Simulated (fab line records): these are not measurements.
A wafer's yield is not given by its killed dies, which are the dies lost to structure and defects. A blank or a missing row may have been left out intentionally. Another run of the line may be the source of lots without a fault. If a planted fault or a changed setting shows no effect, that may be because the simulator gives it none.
Which of the tools did it?    flow nand-harc    route of 1302 steps, sampled at 1 step: 24 lots, 72 wafers

== WHAT EACH GAUGE READ, for each wafer ==
NHARC_A_M0_CD_MEAS_16.
lot   measured      on         cd-nm (nm)
L074  day 22 12:51  cd-sem-01  79.9 80.2 78.9
L075  day 23 04:37  cd-sem-01  79.6 78.2 79.0
L076  day 23 13:21  cd-sem-03  79.9 79.5 80.2
L077  day 24 04:11  cd-sem-02  80.1 78.0 79.2
L078  day 24 05:34  cd-sem-01  79.1 79.0 79.8
L080  day 24 20:16  cd-sem-03  79.8 80.3 81.2
L079  day 25 07:46  cd-sem-01  79.8 80.6 79.7
L081  day 26 06:34  cd-sem-03  80.4 80.9 79.9
L082  day 26 11:33  cd-sem-03  78.4 79.2 80.1
L083  day 26 18:18  cd-sem-01  79.8 79.5 81.0
L084  day 27 06:37  cd-sem-01  77.7 80.4 79.3
L085  day 27 10:52  cd-sem-01  79.8 79.7 78.8
L086  day 27 17:52  cd-sem-01  79.2 78.5 80.3
L088  day 28 09:49  cd-sem-03  80.8 79.4 79.0
L087  day 28 11:11  cd-sem-01  78.3 78.8 78.7
L089  day 28 16:31  cd-sem-02  77.6 79.1 79.6
L091  day 29 00:07  cd-sem-03  79.9 80.7 78.2
L090  day 29 01:14  cd-sem-01  80.0 80.0 79.5
L092  day 30 11:56  cd-sem-01  80.7 80.7 79.3
L093  day 30 13:28  cd-sem-01  79.6 77.3 79.1
L094  day 30 23:35  cd-sem-02  79.4 79.2 79.4
L095  day 31 02:00  cd-sem-01  80.6 79.9 80.5
L096  day 32 04:23  cd-sem-02  80.1 80.0 78.5
L097  day 32 15:38  cd-sem-02  79.1 78.8 78.9

== WHAT TOOL EACH LOT RAN ON (gives the tool, then ch and the chambers of the sampled wafers, and finally the start) ==
There is no process step in the record ahead of these readings.

== AS READ BY THE TOOLS THEMSELVES (means over the sampled wafers that have a number; for cases with no such wafer, the mark the record gives instead) ==
The record holds no such reading with a usual standard deviation.

== THE ANSWER, worked out from the rows above alone ==
Rule: usual is defined by the lots themselves. Put in order of their means at a reading, lots are off if they are a third of the lots or fewer, leave a main group of 4 or more, and stand apart from it by a gap of 3 or more times the standard deviation of the main group's means; of several such gaps the widest counts. If all means in a main group match to the digits the tables above print for the reading, that group is not used. Also off: a lot with no number at a reading for which 4 or more lots have one. Where the step has rows for the other lots, those lots are counted as sound. Order of review: gauges by route order, followed by the tools' own readings, for which a lot's mean as printed above is used. At the first step where some lot is off, the reading lying furthest off is the one used; lots without a number count as furthest.
No lot is off on any of the readings shown, so nothing can be concluded from this.

== WHAT THE SIMULATOR HAD INSERTED ==
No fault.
